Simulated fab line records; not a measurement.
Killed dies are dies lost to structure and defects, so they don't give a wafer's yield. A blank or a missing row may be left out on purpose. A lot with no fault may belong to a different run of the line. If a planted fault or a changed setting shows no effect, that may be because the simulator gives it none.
A lot that was struck, set against a sound lot | flow n5-finfet | 14 out of 1938 route steps
Sound: the wafers L224.2, L224.3, L224.6. Struck: wafer L244.3 (L244.1, L244.4, from the same lot, were not struck and are left out); the cause is given at the end.
At each step with rows: each side's tool, then ch and its chambers, then its first start. Under that, the readings that differ: sound wafers | struck wafers | difference of the means | sigmas: that difference in standard deviations of wafers without a fault.
alike: readings with means less than 2 such deviations apart, plus words and numbers identical on both sides. not compared: withheld readings, readings lacking a value on some wafer, bounds such as >300 that could conceal the same value, and numbers that have no deviation in the record and whose values overlap.
The two part at a step that has a row with sigmas, a row that says differs or no value, or rows on one side only. Non-overlapping numbers with no deviation appear without sigmas and do not part them. A reading that every wafer of one side lacks parts them only if that side has two wafers or more.

first, 8 steps without rows for these wafers: N5_BEOL_M12_COAT_58 (time 60 s, resist thk 89 nm); N5_BEOL_M12_COAT_04 (resist thk 400 nm); N5_BEOL_M12_EBR_06; N5_BEOL_M12_SOFTBAKE_05 (time 60 s); N5_BEOL_M12_EXPOSE_07 (exposes mask V11); N5_BEOL_M12_PEB_08 (peb time 90 s); N5_BEOL_M12_DEVELOP_09 (develop time 45 s); N5_BEOL_M12_HARDBAKE_14 (time 120 s).
N5_BEOL_M12_CD_MEAS_10: target cd 140 nm.
  sound on cd-sem-01 ch 0, day 11 14:32; struck on cd-sem-03 ch 0, day 16 21:06
  reading    | sound             | struck | difference | sigmas
  cd-nm (nm) | 139.5 139.4 137.2 | 141.7  | +3.0       | +2
N5_BEOL_M12_OVL_MEAS_11:
  sound on overlay-02 ch 0, day 11 14:34; struck on overlay-01 ch 0, day 16 21:08
  alike: V11_OVL
N5_BEOL_M12_INSPECT_12: inspects for defects (macro).
  sound on defect-inspect-02, day 11 14:36; struck on defect-inspect-02, day 16 21:09
  alike: raw-defect-count
N5_BEOL_M12_DESCUM_15: chemistry O2, time 7.9 s.
  sound on rie-diel-02 ch 1,2,3, day 11 14:41; struck on rie-diel-02 ch 0, day 16 21:11
  alike: drypump-motor-current-A, o2-flow-sccm, oes-product-au, rf-vpp-V, showerhead-plenum-p-Torr, throttle-valve-pct
  not compared: rf-hours-counter-h
N5_BEOL_M12_ETCH_59: etches BARC in N2/H2, target depth 89 nm, overetch 26.7 nm, time 67.9 s.
  sound on rie-diel-02 ch 1,2,3, day 11 14:44; struck on rie-diel-02 ch 0, day 16 21:13
  reading                                    | sound             | struck | difference | sigmas
  bias-w (W)                                 | 150.0 150.0 149.7 | 175.7  | +25.8      | +54
  rf-vpp-V (V)                               | 527 523 527       | 583    | +57        | +18
  model.coat_of_BEOL_M12_COAT_04.thk-nm (nm) | 320.4 319 321     | 313.6  | -6.5       |
  alike: drypump-motor-current-A, h2-flow-sccm, n2-flow-sccm, oes-product-au, showerhead-plenum-p-Torr, throttle-valve-pct
  not compared: rf-hours-counter-h
N5_BEOL_M12_VIA_ETCH_16: etches SiOC in C4F8/O2/Ar, target depth 724.8 nm.
  sound on rie-diel-02 ch 1,2,3, day 11 14:47; struck on rie-diel-02 ch 0, day 16 21:16
  alike: C4F8_flow_sccm, bias-w, drypump-motor-current-A, oes-product-au, rf-vpp-V, showerhead-plenum-p-Torr, throttle-valve-pct

## WHERE THEY PART
Earliest at N5_BEOL_M12_CD_MEAS_10; latest, in this record, at N5_BEOL_M12_ETCH_59. Later steps at which nothing parts them and some readings are alike: N5_BEOL_M12_VIA_ETCH_16.

WHY: what the simulator had put in
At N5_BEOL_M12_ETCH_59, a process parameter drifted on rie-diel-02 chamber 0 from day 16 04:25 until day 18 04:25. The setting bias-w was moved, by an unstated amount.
